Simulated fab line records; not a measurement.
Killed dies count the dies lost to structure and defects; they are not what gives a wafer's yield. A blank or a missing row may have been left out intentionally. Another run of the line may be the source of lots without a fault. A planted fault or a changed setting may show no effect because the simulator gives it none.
Chamber matching	flow nand harc	NHARC_A_CHANNEL_FILL_D1_ALD_25 on ald hk-04 has 3 sister chambers
The step deposits SiOx, target thk 60 nm, pulse time 10 s, ald cycles 600. 6 wafers are shown with their chamber, then 7 later ones without.

== WAFERS, EACH WITH ITS CHAMBER ==
wafer	chamber	heater power w (W)	precursor pulse height rel
L074.2	0	431	1.039
L080.1	0	438	1.059
L087.5	2	483	0.976
L089.5	3	435	1.025
L089.6	2	482	1.023
L090.2	3	437	1.000

== WAFERS WITHOUT THEIR CHAMBER ==
wafer	heater power w (W)	precursor pulse height rel
L090.4	487	0.984
L090.5	487	0.986
L093.2	438	0.994
L093.1	491	0.971
L093.6	433	0.985
L097.4	481	1.006
L097.6	436	1.024

== WHICH CHAMBER EACH ONE RAN IN ==
wafer	from the rows above	in truth
L090.4	2	2
L090.5	2	2
L093.2	can't be placed: 3 or 0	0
L093.1	2	2
L093.6	can't be placed: 3 or 0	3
L097.4	2	2
L097.6	can't be placed: 3 or 0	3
4 of 7 placed correctly. Cannot be placed on the basis of these rows: 3; the candidates contain the true chamber in 3. Placed wrongly: 0.
How it was worked out, from the rows above alone: a wafer's distance from a chamber is the root of the sum, over the readings, of the square of ((its reading less the chamber's mean) divided by the reading's scatter). The wafer belongs to the nearest chamber; if the next one is less than 2 further off, it can't be placed. A chamber's mean is the mean of its shown wafers. The scatter: the root of (the sum of the squares of (reading less its chamber's mean) over the shown wafers, divided by (wafers less chambers)).
